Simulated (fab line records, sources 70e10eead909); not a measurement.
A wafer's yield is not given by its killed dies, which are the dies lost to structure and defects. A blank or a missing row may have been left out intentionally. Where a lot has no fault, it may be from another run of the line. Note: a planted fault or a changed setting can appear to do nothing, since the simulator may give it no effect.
fab line records / flow nand-harc
[record] lots = 7 wafers = 21 last-day = 34
route steps=1302 shown THIN_TSV@1250
lots untouched by any fault: they come from a run of this same line in which no faults occurred
start-h: hours from the record's opening day to when the first of the lot's shown wafers began / wait-h: hours since the lot's step before / " unchanged from the row above / L1.1+2: several wafers, shown together as one row / - no value, or no start was given / * or withheld: withheld / < > ~ a bound
route shown NAME@n: names a module that has steps shown in the file, with the first one's number in the route / usual: mean/standard deviation taken from wafers without a fault / same: alike in all rows / chamber/n: place in a boat / sites: the reading at each site / _std_site: the values' standard deviation / _edge_site: outer sites' mean less inner sites' / radius-mm: how far each site lies from the wafer's centre / mask NAME#n: copy n / behind: the tool/chamber that last shaped the wafer / hold: why the lot went on hold/how many hours it stayed there/how the hold came to an end / device: transistor that didn't switch, given as n, p or np / end of line: tests run on the same wafers once the route is complete / step lacking rows: just its recipe / killed: at the first sort, the dies lost to defects and structure; wafer yield is something else / map: the dies of a wafer, with x for killed, . for not killed, _ for no die there
set.NAME: the setting the step ran with; set.NAME@STEP: the setting that earlier step ran with / model.NAME: the simulator's own value behind a step, which no gauge read
lots at some steps of the route; a table a step, a row a wafer
services: when a tool's chamber went out of use (start-h, in hours from the record's first day, below 0 if earlier), for how many hours, and the reason
[[steps]]
[step NHARC_THIN_TSV_DEP_43]
[recipe] target-thk-a = 13285 temp-c = withheld pressure-torr = 6.5 rf-w = 900 teos-flow-sccm = 161.4 flow-sccm = 2650 target-thk-nm = 1328.5 gas = O2 material = SiO2
[usual] throttle-valve-pct = 16.0/0.43
lot.wafer=L148.1 tool=pecvd-02 chamber=1 start-h=605.92 wait-h=- throttle-valve-pct=16.1
lot.wafer=L148.2 tool=pecvd-02 chamber=2 start-h=605.92 wait-h=- throttle-valve-pct=15.9
lot.wafer=L148.4 tool=pecvd-02 chamber=0 start-h=605.92 wait-h=- throttle-valve-pct=16.6
lot.wafer=L154.2 tool=pecvd-02 chamber=2 start-h=643.08 wait-h=- throttle-valve-pct=15.8
lot.wafer=L154.1 tool=pecvd-02 chamber=0 start-h=643.08 wait-h=- throttle-valve-pct=16.8
lot.wafer=L154.5 tool=pecvd-02 chamber=1 start-h=643.08 wait-h=- throttle-valve-pct=15.9
lot.wafer=L156.3 tool=pecvd-02 chamber=0 start-h=676.16 wait-h=- throttle-valve-pct=16.3
lot.wafer=L156.5 tool=pecvd-02 chamber=0 start-h=676.16 wait-h=- throttle-valve-pct=16.5
lot.wafer=L156.6 tool=pecvd-02 chamber=1 start-h=676.16 wait-h=- throttle-valve-pct=16.1
lot.wafer=L158.3 tool=pecvd-03 chamber=0 start-h=690.23 wait-h=- throttle-valve-pct=16.0
lot.wafer=L158.2 tool=pecvd-03 chamber=2 start-h=690.23 wait-h=- throttle-valve-pct=15.7
lot.wafer=L158.4 tool=pecvd-03 chamber=1 start-h=690.23 wait-h=- throttle-valve-pct=16.3
lot.wafer=L165.4 tool=pecvd-02 chamber=0 start-h=756.28 wait-h=- throttle-valve-pct=16.7
lot.wafer=L165.5 tool=pecvd-02 chamber=1 start-h=756.28 wait-h=- throttle-valve-pct=16.0
lot.wafer=L165.6 tool=pecvd-02 chamber=2 start-h=756.28 wait-h=- throttle-valve-pct=16.3
lot.wafer=L166.3 tool=pecvd-03 chamber=0 start-h=769.78 wait-h=- throttle-valve-pct=15.8
lot.wafer=L166.4 tool=pecvd-03 chamber=2 start-h=769.78 wait-h=- throttle-valve-pct=15.5
lot.wafer=L166.6 tool=pecvd-03 chamber=1 start-h=769.78 wait-h=- throttle-valve-pct=16.4
lot.wafer=L167.3 tool=pecvd-03 chamber=1 start-h=790.63 wait-h=- throttle-valve-pct=16.2
lot.wafer=L167.1 tool=pecvd-03 chamber=2 start-h=790.63 wait-h=- throttle-valve-pct=15.6
lot.wafer=L167.5 tool=pecvd-03 chamber=2 start-h=790.63 wait-h=- throttle-valve-pct=15.6
[step NHARC_THIN_TSV_DEHYDRATE_04]
[recipe] temp-c = 150 time-s = 120
[step NHARC_THIN_TSV_HMDS_05]
[recipe] time-s = 30
[step NHARC_THIN_TSV_COAT_06]
[recipe] spin-rpm = *
[step NHARC_THIN_TSV_SOFTBAKE_07]
[recipe] temp-c = 122 time-s = 95
[step NHARC_THIN_TSV_EBR_08]
[step NHARC_THIN_TSV_EXPOSE_09]
[recipe] na = 0.55 dose-mj = 30.7 mask-id = TSV
[step NHARC_THIN_TSV_PEB_10]
[recipe] peb-temp-c = 118 peb-time-s = 85
[step NHARC_THIN_TSV_DEVELOP_11]
[recipe] time-s = 70
[step NHARC_THIN_TSV_CD_MEAS_12]
[recipe] target-cd-nm = 1000 landing-energy-ev = 500
[usual] cd-nm = 999.8/1.3
lot.wafer=L148.1 tool=cd-sem-03 chamber=0 start-h=606.58 wait-h=- cd-nm=999.0
lot.wafer=L148.2 tool=cd-sem-03 chamber=0 start-h=606.58 wait-h=- cd-nm=1000.4
lot.wafer=L148.4 tool=cd-sem-03 chamber=0 start-h=606.58 wait-h=- cd-nm=999.0
lot.wafer=L154.1 tool=cd-sem-01 chamber=0 start-h=643.87 wait-h=- cd-nm=999.1
lot.wafer=L154.2 tool=cd-sem-01 chamber=0 start-h=643.87 wait-h=- cd-nm=999.2
lot.wafer=L154.5 tool=cd-sem-01 chamber=0 start-h=643.87 wait-h=- cd-nm=1001.5
lot.wafer=L156.3 tool=cd-sem-02 chamber=0 start-h=677.00 wait-h=- cd-nm=997.8
lot.wafer=L156.5 tool=cd-sem-02 chamber=0 start-h=677.00 wait-h=- cd-nm=1000.1
lot.wafer=L156.6 tool=cd-sem-02 chamber=0 start-h=677.00 wait-h=- cd-nm=1001.2
lot.wafer=L158.2 tool=cd-sem-02 chamber=0 start-h=691.06 wait-h=- cd-nm=1000.1
lot.wafer=L158.3 tool=cd-sem-02 chamber=0 start-h=691.06 wait-h=- cd-nm=1000.6
lot.wafer=L158.4 tool=cd-sem-02 chamber=0 start-h=691.06 wait-h=- cd-nm=1000.8
lot.wafer=L165.4 tool=cd-sem-02 chamber=0 start-h=756.98 wait-h=- cd-nm=999.4
lot.wafer=L165.5 tool=cd-sem-02 chamber=0 start-h=756.98 wait-h=- cd-nm=998.5
lot.wafer=L165.6 tool=cd-sem-02 chamber=0 start-h=756.98 wait-h=- cd-nm=998.2
lot.wafer=L166.3 tool=cd-sem-02 chamber=0 start-h=770.57 wait-h=- cd-nm=999.4
lot.wafer=L166.4 tool=cd-sem-02 chamber=0 start-h=770.57 wait-h=- cd-nm=996.2
lot.wafer=L166.6 tool=cd-sem-02 chamber=0 start-h=770.57 wait-h=- cd-nm=998.0
lot.wafer=L167.1 tool=cd-sem-03 chamber=0 start-h=791.47 wait-h=- cd-nm=997.2
lot.wafer=L167.3 tool=cd-sem-03 chamber=0 start-h=791.47 wait-h=- cd-nm=999.9
lot.wafer=L167.5 tool=cd-sem-03 chamber=0 start-h=791.47 wait-h=- cd-nm=999.9
[step NHARC_THIN_TSV_HARDBAKE_13]
[recipe] temp-c = 125 time-s = 80
[step NHARC_THIN_TSV_DESCUM_14]
[recipe] time-s = 3 o2-flow-sccm = 200 ar-flow-sccm = 0 bias-power-w = 0 chemistry = O2
[usual] drypump-motor-current-A = 5.7/0.39 oes-product-au = 0.997/0.0076 rf-vpp-V = 57.9/0.9 showerhead-plenum-p-Torr = 1.92/0.078 throttle-valve-pct = 11.311/0.0089
lot.wafer=L148.2 tool=rie-diel-10 chamber=2 start-h=606.74 wait-h=- drypump-motor-current-A=6.1 oes-product-au=0.993 rf-hours-counter-h=0.2 rf-vpp-V=58.0 showerhead-plenum-p-Torr=2.03 throttle-valve-pct=11.320
lot.wafer=L148.1 tool=rie-diel-10 chamber=3 start-h=606.74 wait-h=- drypump-motor-current-A=5.6 oes-product-au=1.007 rf-hours-counter-h=0.4 rf-vpp-V=56.9 showerhead-plenum-p-Torr=1.97 throttle-valve-pct=11.298
lot.wafer=L148.4 tool=rie-diel-10 chamber=0 start-h=606.74 wait-h=- drypump-motor-current-A=5.5 oes-product-au=1.008 rf-hours-counter-h=0.4 rf-vpp-V=57.3 showerhead-plenum-p-Torr=1.94 throttle-valve-pct=11.321
lot.wafer=L154.2 tool=rie-diel-10 chamber=1 start-h=644.04 wait-h=- drypump-motor-current-A=6.0 oes-product-au=0.998 rf-hours-counter-h=2.5 rf-vpp-V=56.1 showerhead-plenum-p-Torr=1.85 throttle-valve-pct=11.308
lot.wafer=L154.1 tool=rie-diel-10 chamber=2 start-h=644.04 wait-h=- drypump-motor-current-A=6.1 oes-product-au=1.003 rf-hours-counter-h=2.3 rf-vpp-V=58.4 showerhead-plenum-p-Torr=2.03 throttle-valve-pct=11.326
lot.wafer=L154.5 tool=rie-diel-10 chamber=0 start-h=644.04 wait-h=- drypump-motor-current-A=5.5 oes-product-au=1.003 rf-hours-counter-h=- rf-vpp-V=57.6 showerhead-plenum-p-Torr=1.93 throttle-valve-pct=11.322
lot.wafer=L156.3 tool=rie-diel-10 chamber=0 start-h=677.17 wait-h=- drypump-motor-current-A=5.5 oes-product-au=0.996 rf-hours-counter-h=3.6 rf-vpp-V=58.4 showerhead-plenum-p-Torr=1.93 throttle-valve-pct=11.306
lot.wafer=L156.6 tool=rie-diel-10 chamber=2 start-h=677.17 wait-h=- drypump-motor-current-A=6.1 oes-product-au=0.997 rf-hours-counter-h=- rf-vpp-V=58.3 showerhead-plenum-p-Torr=2.03 throttle-valve-pct=11.297
lot.wafer=L156.5 tool=rie-diel-10 chamber=3 start-h=677.17 wait-h=- drypump-motor-current-A=5.6 oes-product-au=0.993 rf-hours-counter-h=- rf-vpp-V=59.0 showerhead-plenum-p-Torr=1.96 throttle-valve-pct=11.325
lot.wafer=L158.3 tool=rie-diel-12 chamber=2 start-h=691.23 wait-h=- drypump-motor-current-A=5.5 oes-product-au=0.988 rf-hours-counter-h=2.5 rf-vpp-V=58.5 showerhead-plenum-p-Torr=1.78 throttle-valve-pct=11.317
lot.wafer=L158.4 tool=rie-diel-12 chamber=3 start-h=691.23 wait-h=- drypump-motor-current-A=5.8 oes-product-au=0.982 rf-hours-counter-h=2.5 rf-vpp-V=56.6 showerhead-plenum-p-Torr=1.92 throttle-valve-pct=11.299
lot.wafer=L158.2 tool=rie-diel-12 chamber=0 start-h=691.23 wait-h=- drypump-motor-current-A=5.4 oes-product-au=0.995 rf-hours-counter-h=2.3 rf-vpp-V=57.5 showerhead-plenum-p-Torr=1.87 throttle-valve-pct=11.313
lot.wafer=L165.5 tool=rie-diel-10 chamber=0 start-h=757.17 wait-h=- drypump-motor-current-A=5.5 oes-product-au=0.995 rf-hours-counter-h=- rf-vpp-V=59.0 showerhead-plenum-p-Torr=1.93 throttle-valve-pct=11.328
lot.wafer=L165.4 tool=rie-diel-10 chamber=1 start-h=757.17 wait-h=- drypump-motor-current-A=6.0 oes-product-au=1.005 rf-hours-counter-h=- rf-vpp-V=55.9 showerhead-plenum-p-Torr=1.84 throttle-valve-pct=11.315
lot.wafer=L165.6 tool=rie-diel-10 chamber=2 start-h=757.17 wait-h=- drypump-motor-current-A=6.1 oes-product-au=0.994 rf-hours-counter-h=- rf-vpp-V=59.2 showerhead-plenum-p-Torr=2.03 throttle-valve-pct=11.313
lot.wafer=L166.4 tool=rie-diel-11 chamber=2 start-h=770.73 wait-h=- drypump-motor-current-A=5.7 oes-product-au=0.997 rf-hours-counter-h=8.8 rf-vpp-V=57.5 showerhead-plenum-p-Torr=1.80 throttle-valve-pct=11.307
lot.wafer=L166.3 tool=rie-diel-11 chamber=3 start-h=770.73 wait-h=- drypump-motor-current-A=5.5 oes-product-au=1.008 rf-hours-counter-h=8.7 rf-vpp-V=58.7 showerhead-plenum-p-Torr=1.88 throttle-valve-pct=11.311
lot.wafer=L166.6 tool=rie-diel-11 chamber=1 start-h=770.73 wait-h=- drypump-motor-current-A=4.7 oes-product-au=1.009 rf-hours-counter-h=- rf-vpp-V=57.9 showerhead-plenum-p-Torr=1.98 throttle-valve-pct=11.330
lot.wafer=L167.1 tool=rie-diel-12 chamber=1 start-h=791.63 wait-h=- drypump-motor-current-A=6.0 oes-product-au=1.006 rf-hours-counter-h=6.4 rf-vpp-V=57.9 showerhead-plenum-p-Torr=1.95 throttle-valve-pct=11.320
lot.wafer=L167.3 tool=rie-diel-12 chamber=3 start-h=791.63 wait-h=- drypump-motor-current-A=5.8 oes-product-au=1.001 rf-hours-counter-h=5.2 rf-vpp-V=56.3 showerhead-plenum-p-Torr=1.92 throttle-valve-pct=11.313
lot.wafer=L167.5 tool=rie-diel-12 chamber=1 start-h=791.63 wait-h=- drypump-motor-current-A=6.0 oes-product-au=1.003 rf-hours-counter-h=- rf-vpp-V=58.4 showerhead-plenum-p-Torr=1.95 throttle-valve-pct=11.304
[step NHARC_THIN_TSV_ETCH_44]
[recipe] target-depth-a = 15942 time-s = 797.1 cf4-flow-sccm = 150 o2-flow-sccm = 10 ar-flow-sccm = 0 rf-w = 300 bias-w = 800 chemistry = CF4/O2
[usual] bias-w = 800.1/2.3 cf4-flow-sccm = 150.1/0.44 drypump-motor-current-A = 5.6/0.38 oes-product-au = 0.996/0.0061 rf-vpp-V = 795/4.3 showerhead-plenum-p-Torr = 1.84/0.066 throttle-valve-pct = 16.915/0.0091
lot.wafer=L148.4 tool=rie-diel-10 chamber=3 start-h=606.83 wait-h=0.1 bias-w=795.5 cf4-flow-sccm=150.1 drypump-motor-current-A=5.6 oes-product-au=0.999 rf-hours-counter-h=0.6 rf-vpp-V=797 showerhead-plenum-p-Torr=1.88 throttle-valve-pct=16.918
lot.wafer=L148.2 tool=rie-diel-10 chamber=1 start-h=606.83 wait-h=0.1 bias-w=801.3 cf4-flow-sccm=149.2 drypump-motor-current-A=6.0 oes-product-au=0.998 rf-hours-counter-h=0.3 rf-vpp-V=791 showerhead-plenum-p-Torr=1.77 throttle-valve-pct=16.915
lot.wafer=L148.1 tool=rie-diel-10 chamber=2 start-h=606.83 wait-h=0.1 bias-w=798.0 cf4-flow-sccm=149.7 drypump-motor-current-A=6.1 oes-product-au=0.996 rf-hours-counter-h=0.3 rf-vpp-V=802 showerhead-plenum-p-Torr=1.94 throttle-valve-pct=16.920
lot.wafer=L154.2 tool=rie-diel-10 chamber=3 start-h=644.23 wait-h=0.2 bias-w=- cf4-flow-sccm=- drypump-motor-current-A=- oes-product-au=- rf-hours-counter-h=- rf-vpp-V=- showerhead-plenum-p-Torr=- throttle-valve-pct=-
lot.wafer=L154.1 tool=rie-diel-10 chamber=0 start-h=644.23 wait-h=0.2 bias-w=- cf4-flow-sccm=- drypump-motor-current-A=- oes-product-au=- rf-hours-counter-h=- rf-vpp-V=- showerhead-plenum-p-Torr=- throttle-valve-pct=-
lot.wafer=L154.5 tool=rie-diel-10 chamber=2 start-h=644.23 wait-h=0.2 bias-w=- cf4-flow-sccm=- drypump-motor-current-A=- oes-product-au=- rf-hours-counter-h=- rf-vpp-V=- showerhead-plenum-p-Torr=- throttle-valve-pct=-
lot.wafer=L156.3 tool=rie-diel-10 chamber=1 start-h=677.24 wait-h=0.1 bias-w=- cf4-flow-sccm=- drypump-motor-current-A=- oes-product-au=- rf-hours-counter-h=- rf-vpp-V=- showerhead-plenum-p-Torr=- throttle-valve-pct=-
lot.wafer=L156.5 tool=rie-diel-10 chamber=1 start-h=677.24 wait-h=0.1 bias-w=- cf4-flow-sccm=- drypump-motor-current-A=- oes-product-au=- rf-hours-counter-h=- rf-vpp-V=- showerhead-plenum-p-Torr=- throttle-valve-pct=-
lot.wafer=L156.6 tool=rie-diel-10 chamber=2 start-h=677.24 wait-h=0.1 bias-w=- cf4-flow-sccm=- drypump-motor-current-A=- oes-product-au=- rf-hours-counter-h=- rf-vpp-V=- showerhead-plenum-p-Torr=- throttle-valve-pct=-
lot.wafer=L158.3 tool=rie-diel-12 chamber=3 start-h=691.31 wait-h=0.1 bias-w=- cf4-flow-sccm=- drypump-motor-current-A=- oes-product-au=- rf-hours-counter-h=- rf-vpp-V=- showerhead-plenum-p-Torr=- throttle-valve-pct=-
lot.wafer=L158.4 tool=rie-diel-12 chamber=0 start-h=691.31 wait-h=0.1 bias-w=- cf4-flow-sccm=- drypump-motor-current-A=- oes-product-au=- rf-hours-counter-h=- rf-vpp-V=- showerhead-plenum-p-Torr=- throttle-valve-pct=-
lot.wafer=L158.2 tool=rie-diel-12 chamber=1 start-h=691.31 wait-h=0.1 bias-w=- cf4-flow-sccm=- drypump-motor-current-A=- oes-product-au=- rf-hours-counter-h=- rf-vpp-V=- showerhead-plenum-p-Torr=- throttle-valve-pct=-
lot.wafer=L165.6 tool=rie-diel-10 chamber=1 start-h=757.46 wait-h=0.3 bias-w=804.0 cf4-flow-sccm=149.7 drypump-motor-current-A=6.1 oes-product-au=0.996 rf-hours-counter-h=- rf-vpp-V=790 showerhead-plenum-p-Torr=1.77 throttle-valve-pct=16.919
lot.wafer=L165.4 tool=rie-diel-10 chamber=2 start-h=757.46 wait-h=0.3 bias-w=801.7 cf4-flow-sccm=150.7 drypump-motor-current-A=6.1 oes-product-au=0.998 rf-hours-counter-h=- rf-vpp-V=801 showerhead-plenum-p-Torr=1.94 throttle-valve-pct=16.920
lot.wafer=L165.5 tool=rie-diel-10 chamber=0 start-h=757.46 wait-h=0.3 bias-w=795.5 cf4-flow-sccm=150.4 drypump-motor-current-A=5.5 oes-product-au=0.997 rf-hours-counter-h=- rf-vpp-V=798 showerhead-plenum-p-Torr=1.85 throttle-valve-pct=16.918
lot.wafer=L166.3 tool=rie-diel-11 chamber=2 start-h=770.81 wait-h=0.1 bias-w=797.2 cf4-flow-sccm=149.6 drypump-motor-current-A=5.7 oes-product-au=1.001 rf-hours-counter-h=8.9 rf-vpp-V=788 showerhead-plenum-p-Torr=1.73 throttle-valve-pct=16.919
lot.wafer=L166.4 tool=rie-diel-11 chamber=1 start-h=770.81 wait-h=0.1 bias-w=801.8 cf4-flow-sccm=150.1 drypump-motor-current-A=4.7 oes-product-au=0.996 rf-hours-counter-h=8.9 rf-vpp-V=799 showerhead-plenum-p-Torr=1.89 throttle-valve-pct=16.916
lot.wafer=L166.6 tool=rie-diel-11 chamber=2 start-h=770.81 wait-h=0.1 bias-w=797.8 cf4-flow-sccm=149.6 drypump-motor-current-A=5.7 oes-product-au=1.006 rf-hours-counter-h=- rf-vpp-V=787 showerhead-plenum-p-Torr=1.73 throttle-valve-pct=16.913
lot.wafer=L167.3 tool=rie-diel-12 chamber=1 start-h=791.83 wait-h=0.2 bias-w=802.0 cf4-flow-sccm=149.8 drypump-motor-current-A=5.9 oes-product-au=0.996 rf-hours-counter-h=6.5 rf-vpp-V=796 showerhead-plenum-p-Torr=1.86 throttle-valve-pct=16.915
lot.wafer=L167.1 tool=rie-diel-12 chamber=2 start-h=791.83 wait-h=0.2 bias-w=801.3 cf4-flow-sccm=149.9 drypump-motor-current-A=5.5 oes-product-au=1.000 rf-hours-counter-h=6.7 rf-vpp-V=786 showerhead-plenum-p-Torr=1.71 throttle-valve-pct=16.901
lot.wafer=L167.5 tool=rie-diel-12 chamber=3 start-h=791.83 wait-h=0.2 bias-w=802.5 cf4-flow-sccm=150.0 drypump-motor-current-A=5.8 oes-product-au=0.999 rf-hours-counter-h=- rf-vpp-V=795 showerhead-plenum-p-Torr=1.84 throttle-valve-pct=16.896
[step NHARC_THIN_TSV_ETCH_15]
[recipe] target-depth-a = 30000 bosch-target-overetch-cycles = 2 bosch-etch-step-s = 2.8 bosch-dep-step-s = 1.2 bosch-cycles = 14
[usual] drypump-motor-current-A = 6.0/0.48
[same] bosch-cycles = 14 bosch-dep-step-s = 1.2
lot.wafer=L148.1 tool=rie-si-01 chamber=1 start-h=607.40 wait-h=- drypump-motor-current-A=6.4 rf-hours-counter-h=0.4
lot.wafer=L148.2 tool=rie-si-01 chamber=3 start-h=607.40 wait-h=- drypump-motor-current-A=6.3 rf-hours-counter-h=0.5
lot.wafer=L148.4 tool=rie-si-01 chamber=0 start-h=607.40 wait-h=- drypump-motor-current-A=4.9 rf-hours-counter-h=0.5
lot.wafer=L154.1 tool=rie-si-05 chamber=2 start-h=644.68 wait-h=0.3 drypump-motor-current-A=5.9 rf-hours-counter-h=1.1
lot.wafer=L154.2 tool=rie-si-05 chamber=3 start-h=644.68 wait-h=0.3 drypump-motor-current-A=6.1 rf-hours-counter-h=1.0
lot.wafer=L154.5 tool=rie-si-05 chamber=2 start-h=644.68 wait-h=0.3 drypump-motor-current-A=6.0 rf-hours-counter-h=-
lot.wafer=L156.3 tool=rie-si-06 chamber=0 start-h=677.82 wait-h=0.5 drypump-motor-current-A=5.8 rf-hours-counter-h=0.4
lot.wafer=L156.6 tool=rie-si-06 chamber=3 start-h=677.82 wait-h=0.5 drypump-motor-current-A=6.2 rf-hours-counter-h=-
lot.wafer=L156.5 tool=rie-si-06 chamber=0 start-h=677.82 wait-h=0.5 drypump-motor-current-A=5.8 rf-hours-counter-h=-
lot.wafer=L158.4 tool=rie-si-05 chamber=2 start-h=691.87 wait-h=0.5 drypump-motor-current-A=6.0 rf-hours-counter-h=0.2
lot.wafer=L158.2 tool=rie-si-05 chamber=0 start-h=691.87 wait-h=0.5 drypump-motor-current-A=5.6 rf-hours-counter-h=0.1
lot.wafer=L158.3 tool=rie-si-05 chamber=1 start-h=691.87 wait-h=0.5 drypump-motor-current-A=6.5 rf-hours-counter-h=0.2
lot.wafer=L165.4 tool=rie-si-01 chamber=0 start-h=757.91 wait-h=- drypump-motor-current-A=4.9 rf-hours-counter-h=0.1
lot.wafer=L165.6 tool=rie-si-01 chamber=0 start-h=757.91 wait-h=- drypump-motor-current-A=4.9 rf-hours-counter-h=-
lot.wafer=L165.5 tool=rie-si-01 chamber=1 start-h=757.91 wait-h=- drypump-motor-current-A=6.4 rf-hours-counter-h=-
lot.wafer=L166.4 tool=rie-si-06 chamber=0 start-h=771.39 wait-h=- drypump-motor-current-A=5.9 rf-hours-counter-h=1.1
lot.wafer=L166.3 tool=rie-si-06 chamber=2 start-h=771.39 wait-h=- drypump-motor-current-A=6.4 rf-hours-counter-h=0.9
lot.wafer=L166.6 tool=rie-si-06 chamber=1 start-h=771.39 wait-h=- drypump-motor-current-A=5.8 rf-hours-counter-h=-
lot.wafer=L167.1 tool=rie-si-01 chamber=2 start-h=792.29 wait-h=- drypump-motor-current-A=5.2 rf-hours-counter-h=0.4
lot.wafer=L167.3 tool=rie-si-01 chamber=3 start-h=792.29 wait-h=- drypump-motor-current-A=6.4 rf-hours-counter-h=0.4
lot.wafer=L167.5 tool=rie-si-01 chamber=1 start-h=792.29 wait-h=- drypump-motor-current-A=6.4 rf-hours-counter-h=-
[[services]]
tool=rie-diel-10 chamber=2 start-h=585.67 hours=2.0 kind=repair
tool=pecvd-02 chamber=- start-h=589.00 hours=13.0 kind=pm
tool=rie-diel-12 chamber=0 start-h=592.99 hours=12.1 kind=repair
tool=rie-diel-10 chamber=- start-h=596.50 hours=9.0 kind=pm
tool=rie-si-06 chamber=- start-h=603.00 hours=9.0 kind=pm
tool=rie-diel-11 chamber=1 start-h=603.66 hours=2.5 kind=repair
tool=rie-diel-11 chamber=- start-h=609.50 hours=9.0 kind=pm
tool=rie-diel-12 chamber=- start-h=622.56 hours=9.0 kind=pm
tool=pecvd-03 chamber=- start-h=638.75 hours=0.8 kind=repair
tool=rie-si-01 chamber=2 start-h=651.74 hours=7.5 kind=repair
tool=rie-si-05 chamber=- start-h=659.00 hours=9.0 kind=pm
tool=rie-si-05 chamber=3 start-h=687.78 hours=2.9 kind=repair
tool=rie-diel-10 chamber=- start-h=688.28 hours=1.2 kind=repair
tool=pecvd-02 chamber=1 start-h=695.98 hours=3.3 kind=repair
tool=rie-si-06 chamber=1 start-h=702.16 hours=1.8 kind=repair
tool=pecvd-03 chamber=0 start-h=719.84 hours=7.5 kind=repair
tool=rie-diel-10 chamber=0 start-h=721.03 hours=3.3 kind=repair
tool=pecvd-03 chamber=- start-h=721.94 hours=14.9 kind=repair
tool=rie-si-01 chamber=- start-h=724.00 hours=9.0 kind=pm
tool=rie-diel-12 chamber=3 start-h=725.48 hours=25.9 kind=repair
tool=rie-diel-10 chamber=3 start-h=744.33 hours=15.2 kind=repair
tool=rie-diel-11 chamber=0 start-h=757.89 hours=9.8 kind=repair
tool=pecvd-02 chamber=- start-h=770.00 hours=13.0 kind=pm
tool=rie-diel-10 chamber=- start-h=773.50 hours=9.0 kind=pm
[[key]]
[first-sign] step = NHARC_THIN_TSV_ETCH_44 reading = tool-record direction = missing
effect none on later readings
met-at NHARC_THIN_TSV_ETCH_44
struck-wafers L154.1,L154.2,L154.5,L156.3,L156.5,L156.6,L158.2,L158.3,L158.4
later-rows-left-out L154.1,L154.2,L154.5,L156.3,L156.5,L156.6,L158.2,L158.3,L158.4
sort-left-out L154.1,L154.2,L154.5,L156.3,L156.5,L156.6,L158.2,L158.3,L158.4
onset-between 606.83 644.23
[fault] kind = skipped-step-whole tool = rie-diel-10,rie-diel-12 chamber = - onset-h = 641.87 steps = NHARC_THIN_TSV_ETCH_44 scope = struck-lots-only
// sort-left-out: the simulated sort isn't trusted on such a fault, so these wafers' sort isn't shown, and their yield isn't known
// later-rows-left-out: the simulator's readings of these wafers behind a module that went badly wrong aren't trusted and aren't shown, but for the sort
